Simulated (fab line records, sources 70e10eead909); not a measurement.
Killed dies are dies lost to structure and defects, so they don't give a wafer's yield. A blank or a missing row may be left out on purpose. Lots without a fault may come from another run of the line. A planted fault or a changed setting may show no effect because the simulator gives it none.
Which tool did it? | flow nand_harc | 12 lots, 36 wafers sampled, at 6 steps of a route of 1159

WHAT THE GAUGES READ, wafer by wafer
NHARC_P_M2_CD_MEAS_09: target cd 170 nm.
lot  | measured     | on        | cd_nm (nm)
L075 | day 6 13:50  | cd_sem-02 | 171.8 171.0 171.3
L076 | day 7 04:05  | cd_sem-01 | 171.7 171.0 170.0
L080 | day 7 12:56  | cd_sem-02 | 169.0 170.2 170.1
L082 | day 7 23:01  | cd_sem-03 | 169.9 169.9 168.7
L085 | day 8 17:02  | cd_sem-02 | 170.2 170.4 169.0
L084 | day 8 19:36  | cd_sem-03 | 168.0 170.7 169.3
L086 | day 9 06:08  | cd_sem-02 | 169.3 169.0 169.2
L088 | day 9 17:13  | cd_sem-03 | 171.3 170.0 170.7
L091 | day 10 12:31 | cd_sem-03 | 170.4 169.4 169.7
L093 | day 10 23:01 | cd_sem-01 | 170.7 171.3 171.1
L096 | day 11 17:25 | cd_sem-01 | 169.0 168.2 168.7
L097 | day 11 19:04 | cd_sem-03 | 169.3 170.3 169.8

WHICH TOOL RAN EACH LOT (tool, then ch and the chambers of the sampled wafers, then the start)
lot  | NHARC_P_GATE_STRIP_95                | NHARC_P_GATE_RTA_82              | NHARC_P_CONTACT_ALD_22              | NHARC_P_M0_ETCH_15                            | NHARC_P_M0_DEGAS_28
L075 | plasma_asher-02 ch 0,1, day 5 14:34  | rtp_anneal-02 ch 0, day 5 16:12  | ald_metal-02 ch 0,2,3, day 5 20:09  | rie_diel-07 ch 1,2,3, day 6 06:40 or earlier  | pvd_sputter-01, day 6 06:40
L076 | plasma_asher-01 ch 0,1, day 6 03:58  | rtp_anneal-02 ch 0, day 6 05:38  | ald_metal-01 ch 1,2,3, day 6 09:32  | rie_diel-07 ch 0,1,2, day 6 20:40 or earlier  | pvd_sputter-02, day 6 20:40
L080 | plasma_asher-02 ch 0, day 6 17:38    | rtp_anneal-01 ch 0, day 6 19:16  | ald_metal-04 ch 0,3, day 6 23:14    | rie_diel-11 ch 1,2, day 7 05:47 or earlier    | pvd_sputter-03, day 7 05:47
L082 | plasma_asher-02 ch 0,1, day 7 05:01  | rtp_anneal-01 ch 0, day 7 06:43  | ald_metal-04 ch 0,3, day 7 10:33    | rie_diel-04 ch 1,3, day 7 15:43 or earlier    | pvd_sputter-02, day 7 15:43
L085 | plasma_asher-01 ch 0,1, day 7 23:14  | rtp_anneal-02 ch 0, day 8 01:00  | ald_metal-04 ch 0,1,3, day 8 04:50  | rie_diel-11 ch 2,3, day 8 09:52 or earlier    | pvd_sputter-02, day 8 09:52
L084 | plasma_asher-02 ch 0,1, day 8 03:51  | rtp_anneal-02 ch 0, day 8 05:31  | ald_metal-04 ch 0,3, day 8 09:18    | rie_diel-11 ch 0,2, day 8 12:30 or earlier    | pvd_sputter-03, day 8 12:30
L086 | plasma_asher-02 ch 0,1, day 8 13:50  | rtp_anneal-01 ch 0, day 8 15:38  | ald_metal-01 ch 0,2, day 8 19:41    | rie_diel-07 ch 0,1,3, day 8 22:49 or earlier  | pvd_sputter-03, day 8 22:49
L088 | plasma_asher-01 ch 0,1, day 9 00:13  | rtp_anneal-01 ch 0, day 9 02:04  | ald_metal-01 ch 0,1,3, day 9 05:53  | rie_diel-04 ch 0,1,2, day 9 09:37 or earlier  | pvd_sputter-02, day 9 09:37
L091 | plasma_asher-02 ch 0, day 9 12:15    | rtp_anneal-02 ch 0, day 9 13:54  | ald_metal-04 ch 0,2, day 9 18:23    | rie_diel-04 ch 0,1,3, day 10 04:26 or earlier | pvd_sputter-01, day 10 04:26
L093 | plasma_asher-01 ch 0,1, day 10 03:45 | rtp_anneal-01 ch 0, day 10 06:29 | ald_metal-01 ch 1,2,3, day 10 10:19 | rie_diel-04 ch 0,2,3, day 10 15:42 or earlier | pvd_sputter-02, day 10 15:42
L096 | plasma_asher-01 ch 0, day 10 18:56   | rtp_anneal-02 ch 0, day 10 20:35 | ald_metal-02 ch 1,3, day 11 00:33   | rie_diel-11 ch 0,2, day 11 10:25 or earlier   | pvd_sputter-01, day 11 10:25
L097 | plasma_asher-02 ch 0, day 10 23:15   | rtp_anneal-01 ch 0, day 11 00:52 | ald_metal-01 ch 1,2,3, day 11 04:37 | rie_diel-07 ch 0,1,2, day 11 11:49 or earlier | pvd_sputter-03, day 11 11:49
- NHARC_P_GATE_STRIP_95: strips in O2.
- NHARC_P_GATE_RTA_82: time 30 s.
- NHARC_P_CONTACT_ALD_22: deposits TiN, target thk 3 nm, pulse time 1 s, ald cycles 150.
- NHARC_P_M0_ETCH_15: etches the open film in C4F8/Ar, target depth 150 nm, overetch 15 nm, time 82.5 s.
- NHARC_P_M0_DEGAS_28: time 60 s.

THE ANSWER, worked out from the rows above alone
Rule: what is usual is taken from the lots themselves. Put in order of their means at a reading, lots are off if they are a third of the lots or fewer, leave a main group of 4 or more, and stand apart from it by a gap of 3 or more times the standard deviation of the main group's means; of several such gaps the widest counts. A main group whose means are all the same, to the digits that the tables above print for the reading, isn't used. A lot without any number at a reading at which 4 lots or more have one is off too. The other lots that the step has rows for count as sound.
No lot is off at any reading shown: from this, nothing can be told.

WHAT THE SIMULATOR HAD PUT IN
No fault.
